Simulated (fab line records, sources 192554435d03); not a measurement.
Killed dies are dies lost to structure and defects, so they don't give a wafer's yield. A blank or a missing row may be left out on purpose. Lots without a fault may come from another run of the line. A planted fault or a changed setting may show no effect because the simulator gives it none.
Chamber matching | flow n5_finfet | N5_BEOL_M0_CUTY_ETCH_63 on rie_diel-05: 4 sister chambers
The step etches SOC in N2/H2, target depth 82.7 nm, overetch 16.5 nm, time 124 s. 16 wafers are shown with their chamber, then 8 later ones without.

WAFERS WITH THEIR CHAMBER
wafer  | chamber | drypump_motor_current_A (A) | showerhead_plenum_p_Torr (Torr) | throttle_valve_pct (%)
L074.1 | 0       | 6.3                         | 2.43                            | 17.5
L074.5 | 1       | 4.9                         | 2.54                            | 17.6
L074.6 | 2       | 5.9                         | 2.48                            | 17.4
L086.1 | 0       | 6.3                         | 2.42                            | 17.5
L086.2 | 1       | 4.9                         | 2.53                            | 17.7
L086.3 | 2       | 5.9                         | 2.47                            | 17.5
L087.1 | 3       | 5.6                         | 2.60                            | 17.8
L087.2 | 1       | 4.9                         | 2.53                            | 17.7
L087.4 | 0       | 6.3                         | 2.42                            | 17.5
L088.1 | 2       | 6.0                         | 2.47                            | 17.5
L088.3 | 0       | 6.3                         | 2.42                            | 17.5
L088.5 | 1       | 4.9                         | 2.53                            | 17.7
L089.2 | 3       | 5.6                         | 2.60                            | 17.8
L089.3 | 2       | 5.9                         | 2.47                            | 17.5
L089.6 | 2       | 6.0                         | 2.47                            | 17.5
L091.2 | 1       | 4.9                         | 2.53                            | 17.7

SIGNATURES (means of the wafers above)
reading                  | chamber 0 | chamber 1 | chamber 2 | chamber 3 | scatter within a chamber
drypump_motor_current_A  | 6.300     | 4.900     | 5.940     | 5.600     | 0.0316
showerhead_plenum_p_Torr | 2.4225    | 2.5320    | 2.4720    | 2.6000    | 0.00443
throttle_valve_pct       | 17.500    | 17.680    | 17.480    | 17.800    | 0.0365
Rule: a wafer's distance from a chamber is the root of the sum, over the readings, of the square of ((its reading less the chamber's mean) divided by the reading's scatter). The wafer belongs to the nearest chamber; if the next one is less than 2 further off, it can't be placed. The scatter: the root of (the sum of the squares of (reading less its chamber's mean) over the shown wafers, divided by (wafers less chambers)).

WAFERS WITHOUT THEIR CHAMBER
wafer  | drypump_motor_current_A (A) | showerhead_plenum_p_Torr (Torr) | throttle_valve_pct (%)
L091.3 | 5.9                         | 2.47                            | 17.5
L091.4 | 4.9                         | 2.53                            | 17.7
L092.2 | 4.9                         | 2.53                            | 17.7
L092.4 | 6.3                         | 2.42                            | 17.5
L092.6 | 4.9                         | 2.53                            | 17.7
L094.2 | 5.9                         | 2.46                            | 17.5
L094.3 | 6.3                         | 2.41                            | 17.5
L094.5 | 6.3                         | 2.41                            | 17.5

WHICH CHAMBER EACH WENT THROUGH
wafer  | from the rows above | in truth
L091.3 | 2                   | 2
L091.4 | 1                   | 1
L092.2 | 1                   | 1
L092.4 | 0                   | 0
L092.6 | 1                   | 1
L094.2 | 2                   | 2
L094.3 | 0                   | 0
L094.5 | 0                   | 0
Placed correctly: 8 of 8. Can't be placed from these rows: 0. Placed wrongly: 0.
